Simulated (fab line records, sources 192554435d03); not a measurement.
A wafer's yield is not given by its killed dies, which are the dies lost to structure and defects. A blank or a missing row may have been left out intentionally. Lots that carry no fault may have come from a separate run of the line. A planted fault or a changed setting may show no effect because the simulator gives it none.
Lot-split experiment :: flow n5_finfet :: on a route of 1938 steps: 7 lots, 39 wafers read

== THE SPLIT ITSELF ==
At N5_PASSIVATION_PECVD_01 (deposits SiNx from SiH4/NH3/N2, target thk 200 nm, time 43.2 s), the setting time_s was moved away from the recipe's 43.2 s on 15 of the 39 wafers read, by -53.9% to +57.2%. All remaining wafers had this setting at the recipe value.

The reading comes from the split's own step.

== THE READING ==
SiNx_of_PASSIVATION_PECVD_01.thk_nm (the simulator's own value, which no gauge read), in nm, at N5_PASSIVATION_PECVD_01 (deposits SiNx from SiH4/NH3/N2, target thk 200 nm, time 43.2 s). The file does not state a usual value for it. Average 199.0 nm, standard deviation 3.3 nm, over the 24 wafers here run with the recipe.

wafer: L075.1
tool, chamber at the split: pecvd-04, 0
time_s as run, s: 67.89
against the recipe: +57.2%
SiNx_of_PASSIVATION_PECVD_01.thk_nm, nm: 307.2
against lot-mates on the recipe: +107.8

wafer: L075.2
tool, chamber at the split: pecvd-04, 1
time_s as run, s: 67.89
against the recipe: +57.2%
SiNx_of_PASSIVATION_PECVD_01.thk_nm, nm: 308.8
against lot-mates on the recipe: +109.4

wafer: L075.3
tool, chamber at the split: pecvd-04, 2
time_s as run, s: 43.2
against the recipe: recipe
SiNx_of_PASSIVATION_PECVD_01.thk_nm, nm: 197
against lot-mates on the recipe: -

wafer: L075.4
tool, chamber at the split: pecvd-04, 2
time_s as run, s: 43.2
against the recipe: recipe
SiNx_of_PASSIVATION_PECVD_01.thk_nm, nm: 198.8
against lot-mates on the recipe: -

wafer: L075.5
tool, chamber at the split: pecvd-04, 1
time_s as run, s: 43.2
against the recipe: recipe
SiNx_of_PASSIVATION_PECVD_01.thk_nm, nm: 202.4
against lot-mates on the recipe: -

wafer: L075.6
tool, chamber at the split: pecvd-04, 0
time_s as run, s: 67.89
against the recipe: +57.2%
SiNx_of_PASSIVATION_PECVD_01.thk_nm, nm: 314.8
against lot-mates on the recipe: +115.4

wafer: L080.1
tool, chamber at the split: pecvd-04, 1
time_s as run, s: 19.91
against the recipe: -53.9%
SiNx_of_PASSIVATION_PECVD_01.thk_nm, nm: 95.4
against lot-mates on the recipe: -104.5

wafer: L080.2
tool, chamber at the split: pecvd-04, 2
time_s as run, s: 43.2
against the recipe: recipe
SiNx_of_PASSIVATION_PECVD_01.thk_nm, nm: 195.2
against lot-mates on the recipe: -

wafer: L080.3
tool, chamber at the split: pecvd-04, 0
time_s as run, s: 43.2
against the recipe: recipe
SiNx_of_PASSIVATION_PECVD_01.thk_nm, nm: 199
against lot-mates on the recipe: -

wafer: L080.4
tool, chamber at the split: pecvd-04, 2
time_s as run, s: 19.91
against the recipe: -53.9%
SiNx_of_PASSIVATION_PECVD_01.thk_nm, nm: 93
against lot-mates on the recipe: -106.9

wafer: L080.5
tool, chamber at the split: pecvd-04, 0
time_s as run, s: 19.91
against the recipe: -53.9%
SiNx_of_PASSIVATION_PECVD_01.thk_nm, nm: 92.2
against lot-mates on the recipe: -107.7

wafer: L080.6
tool, chamber at the split: pecvd-04, 1
time_s as run, s: 43.2
against the recipe: recipe
SiNx_of_PASSIVATION_PECVD_01.thk_nm, nm: 205.4
against lot-mates on the recipe: -

wafer: L083.1
tool, chamber at the split: pecvd-03, 2
time_s as run, s: 43.2
against the recipe: recipe
SiNx_of_PASSIVATION_PECVD_01.thk_nm, nm: 194.8
against lot-mates on the recipe: -

wafer: L083.2
tool, chamber at the split: pecvd-03, 0
time_s as run, s: 43.2
against the recipe: recipe
SiNx_of_PASSIVATION_PECVD_01.thk_nm, nm: 195.4
against lot-mates on the recipe: -

wafer: L083.3
tool, chamber at the split: pecvd-03, 1
time_s as run, s: 43.2
against the recipe: recipe
SiNx_of_PASSIVATION_PECVD_01.thk_nm, nm: 193.6
against lot-mates on the recipe: -

wafer: L085.1
tool, chamber at the split: pecvd-03, 2
time_s as run, s: 43.2
against the recipe: recipe
SiNx_of_PASSIVATION_PECVD_01.thk_nm, nm: 193.6
against lot-mates on the recipe: -

wafer: L085.2
tool, chamber at the split: pecvd-03, 0
time_s as run, s: 29.55
against the recipe: -31.6%
SiNx_of_PASSIVATION_PECVD_01.thk_nm, nm: 134.6
against lot-mates on the recipe: -61.1

wafer: L085.3
tool, chamber at the split: pecvd-03, 1
time_s as run, s: 43.2
against the recipe: recipe
SiNx_of_PASSIVATION_PECVD_01.thk_nm, nm: 194.2
against lot-mates on the recipe: -

wafer: L085.4
tool, chamber at the split: pecvd-03, 0
time_s as run, s: 29.55
against the recipe: -31.6%
SiNx_of_PASSIVATION_PECVD_01.thk_nm, nm: 135
against lot-mates on the recipe: -60.7

wafer: L085.5
tool, chamber at the split: pecvd-03, 1
time_s as run, s: 29.55
against the recipe: -31.6%
SiNx_of_PASSIVATION_PECVD_01.thk_nm, nm: 133.8
against lot-mates on the recipe: -61.9

wafer: L085.6
tool, chamber at the split: pecvd-03, 2
time_s as run, s: 43.2
against the recipe: recipe
SiNx_of_PASSIVATION_PECVD_01.thk_nm, nm: 199.2
against lot-mates on the recipe: -

wafer: L087.1
tool, chamber at the split: pecvd-02, 2
time_s as run, s: 43.2
against the recipe: recipe
SiNx_of_PASSIVATION_PECVD_01.thk_nm, nm: 199.2
against lot-mates on the recipe: -

wafer: L087.2
tool, chamber at the split: pecvd-02, 1
time_s as run, s: 43.2
against the recipe: recipe
SiNx_of_PASSIVATION_PECVD_01.thk_nm, nm: 198.2
against lot-mates on the recipe: -

wafer: L087.3
tool, chamber at the split: pecvd-02, 2
time_s as run, s: 43.2
against the recipe: recipe
SiNx_of_PASSIVATION_PECVD_01.thk_nm, nm: 197.8
against lot-mates on the recipe: -

wafer: L087.4
tool, chamber at the split: pecvd-02, 1
time_s as run, s: 43.2
against the recipe: recipe
SiNx_of_PASSIVATION_PECVD_01.thk_nm, nm: 201.6
against lot-mates on the recipe: -

wafer: L087.5
tool, chamber at the split: pecvd-02, 2
time_s as run, s: 43.2
against the recipe: recipe
SiNx_of_PASSIVATION_PECVD_01.thk_nm, nm: 200.4
against lot-mates on the recipe: -

wafer: L087.6
tool, chamber at the split: pecvd-02, 1
time_s as run, s: 43.2
against the recipe: recipe
SiNx_of_PASSIVATION_PECVD_01.thk_nm, nm: 201
against lot-mates on the recipe: -

wafer: L089.1
tool, chamber at the split: pecvd-02, 0
time_s as run, s: 32.79
against the recipe: -24.1%
SiNx_of_PASSIVATION_PECVD_01.thk_nm, nm: 152.6
against lot-mates on the recipe: -50.5

wafer: L089.2
tool, chamber at the split: pecvd-02, 2
time_s as run, s: 32.79
against the recipe: -24.1%
SiNx_of_PASSIVATION_PECVD_01.thk_nm, nm: 151.2
against lot-mates on the recipe: -51.9

wafer: L089.3
tool, chamber at the split: pecvd-02, 1
time_s as run, s: 43.2
against the recipe: recipe
SiNx_of_PASSIVATION_PECVD_01.thk_nm, nm: 201.6
against lot-mates on the recipe: -

wafer: L089.4
tool, chamber at the split: pecvd-02, 1
time_s as run, s: 43.2
against the recipe: recipe
SiNx_of_PASSIVATION_PECVD_01.thk_nm, nm: 203.4
against lot-mates on the recipe: -

wafer: L089.5
tool, chamber at the split: pecvd-02, 0
time_s as run, s: 43.2
against the recipe: recipe
SiNx_of_PASSIVATION_PECVD_01.thk_nm, nm: 204.2
against lot-mates on the recipe: -

wafer: L089.6
tool, chamber at the split: pecvd-02, 2
time_s as run, s: 32.79
against the recipe: -24.1%
SiNx_of_PASSIVATION_PECVD_01.thk_nm, nm: 152.8
against lot-mates on the recipe: -50.3

wafer: L096.1
tool, chamber at the split: pecvd-02, 2
time_s as run, s: 54.04
against the recipe: +25.1%
SiNx_of_PASSIVATION_PECVD_01.thk_nm, nm: 248.2
against lot-mates on the recipe: +48.3

wafer: L096.2
tool, chamber at the split: pecvd-02, 0
time_s as run, s: 43.2
against the recipe: recipe
SiNx_of_PASSIVATION_PECVD_01.thk_nm, nm: 198
against lot-mates on the recipe: -

wafer: L096.3
tool, chamber at the split: pecvd-02, 1
time_s as run, s: 43.2
against the recipe: recipe
SiNx_of_PASSIVATION_PECVD_01.thk_nm, nm: 199.2
against lot-mates on the recipe: -

wafer: L096.4
tool, chamber at the split: pecvd-02, 0
time_s as run, s: 54.04
against the recipe: +25.1%
SiNx_of_PASSIVATION_PECVD_01.thk_nm, nm: 255.6
against lot-mates on the recipe: +55.7

wafer: L096.5
tool, chamber at the split: pecvd-02, 1
time_s as run, s: 54.04
against the recipe: +25.1%
SiNx_of_PASSIVATION_PECVD_01.thk_nm, nm: 251.8
against lot-mates on the recipe: +51.9

wafer: L096.6
tool, chamber at the split: pecvd-02, 2
time_s as run, s: 43.2
against the recipe: recipe
SiNx_of_PASSIVATION_PECVD_01.thk_nm, nm: 202.6
against lot-mates on the recipe: -

THE FIT
A straight line over all 39 wafers: SiNx_of_PASSIVATION_PECVD_01.thk_nm changes by +1.97 nm for each +1% of time_s; r = +1.00; the points scatter about the line by 3.3 nm.
The same after taking each lot's own level away (the mean of its wafers on the recipe; 39 wafers): +1.97 nm for each +1%; r = +1.00; scatter 2.6 nm.
The reading moves by 1.1e+02 nm for the largest change in time_s, on that fit.
The lots' own levels span 194.60 to 203.07 nm, that is 2.5 times the standard deviation above.
The two slopes agree, so the slope changes little with the lot-to-lot level.
Check: for one of the wafers moved furthest among these (+57.2%), held out of the fit, the line's prediction against its lot-mates is +114 nm. It came out at +108 nm against them.

== OTHER SPLITS APPLIED TO THESE WAFERS ==
Before the reading, these wafers also passed through other splits. Each is held against what the fit with the lots' levels taken away leaves over:
other split on the same wafers: N5_BEOL_M12_TRENCH_ETCH_34 time_s
wafers away from the commonest value: 12
r with SiNx_of_PASSIVATION_PECVD_01.thk_nm (lot level and that fit taken away): -0.26

other split on the same wafers: N5_BEOL_M15_ILD_DEP_00 target_thk_a
wafers away from the commonest value: 12
r with SiNx_of_PASSIVATION_PECVD_01.thk_nm (lot level and that fit taken away): -0.12

== THE FILE'S OWN FIT ==
SiNx_of_PASSIVATION_PECVD_01.thk_nm changes by +1.97 nm for each +1% of time_s, r = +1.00.
